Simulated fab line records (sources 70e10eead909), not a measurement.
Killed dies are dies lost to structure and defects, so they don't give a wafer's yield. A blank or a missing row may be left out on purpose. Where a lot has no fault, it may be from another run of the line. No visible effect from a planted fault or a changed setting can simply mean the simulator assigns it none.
Check for tools in common    flow nand harc    1 lot, 3 wafers sampled

## WHAT PROMPTED THE OPENING
At NHARC_END_SORT_01 the reading killed at periphery is flagged on 1 of 1 lot. Wafers without a fault read 3.5, standard deviation 2.3.
Rule: flag the lot when none of its wafers has a number, or when each of its wafers that has one lies beyond 4 standard deviations from that mean. As for the other lots, they are considered sound.

lot   measured      on         killed at periphery, wafer by wafer  flag
L867  day 26 01:19  prober-02  591 599 585                          FLAGGED
Flagged lots average 591.7: +588.2 relative to the usual, that is +99 or more standard deviations.

## WHICH TOOL RAN EACH LOT
4 process steps preceding the reading are held in the record, out of 1302 steps in the route. In each cell: the tool, then ch and the chambers that the sampled wafers went through, then the start.
lot   flag     NHARC_P_GATE_HM_DEP_102       NHARC_P_GATE_DEP_103            NHARC_P_GATE_ETCHBACK_37                      NHARC_P_GATE_EXPOSE_56
L867  FLAGGED  acl dep-03 ch 0, day 7 01:38  pecvd-01 ch 0,1,2, day 7 02:19  rie diel-10 ch 0,1,3, day 7 16:40 or earlier  krf scanner-02 ch 0, day 7 16:40
These steps, and what they do:
- NHARC_P_GATE_HM_DEP_102: deposits aC, target thk 120 nm.
- NHARC_P_GATE_DEP_103: deposits SiON, target thk 30 nm.
- NHARC_P_GATE_ETCHBACK_37: etches the open film in CHF3/O2, target depth 34.5 nm, time 17.2 s.
- NHARC_P_GATE_EXPOSE_56: exposes mask P PSD, target cd 720 nm.
- NHARC_END_SORT_01

## FLAGGED AGAINST TOTAL, ONE TOOL AT A TIME (gauges that did the reading follow at the end)
step                      tool            lots run  flagged  share of the flagged lots  sound lots run after its first flagged lot
NHARC_P_GATE_HM_DEP_102   acl dep-03      1         1        all                        0
NHARC_P_GATE_DEP_103      pecvd-01        1         1        all                        0
NHARC_P_GATE_ETCHBACK_37  rie diel-10     1         1        all                        0
NHARC_P_GATE_EXPOSE_56    krf scanner-02  1         1        all                        0
NHARC_END_SORT_01         prober-02       1         1        all                        0
Because NHARC_P_GATE_ETCHBACK_37 lacks a start for some lots, the hours and order of its lots are taken from NHARC_P_GATE_EXPOSE_56.

## WHAT IS ALLOWED BY THE TABLE
5 rows of the table ran every flagged lot: acl dep-03 at NHARC_P_GATE_HM_DEP_102, pecvd-01 at NHARC_P_GATE_DEP_103, rie diel-10 at NHARC_P_GATE_ETCHBACK_37, krf scanner-02 at NHARC_P_GATE_EXPOSE_56, prober-02 at NHARC_END_SORT_01.
- acl dep-03 at NHARC_P_GATE_HM_DEP_102: 1 of its 1 lot flagged. It ran no sound lot before its first flagged lot in this sample, so the start can't be narrowed down.
- pecvd-01 at NHARC_P_GATE_DEP_103: 1 of its 1 lot flagged. It ran no sound lot before its first flagged lot in this sample, so the start can't be narrowed down.
- rie diel-10 at NHARC_P_GATE_ETCHBACK_37: 1 of its 1 lot flagged. It ran no sound lot before its first flagged lot in this sample, so the start can't be narrowed down.
- krf scanner-02 at NHARC_P_GATE_EXPOSE_56: 1 of its 1 lot flagged. It ran no sound lot before its first flagged lot in this sample, so the start can't be narrowed down.
- prober-02 at NHARC_END_SORT_01: 1 of its 1 lot flagged. It ran no sound lot before its first flagged lot in this sample, so the start can't be narrowed down.
Because each of these 5 tools fits a fault that began at some hour, counting lots does not separate them. More lots, or a look at what each step does to the wafer, might.

## WHAT THE SIMULATOR HAD PUT IN
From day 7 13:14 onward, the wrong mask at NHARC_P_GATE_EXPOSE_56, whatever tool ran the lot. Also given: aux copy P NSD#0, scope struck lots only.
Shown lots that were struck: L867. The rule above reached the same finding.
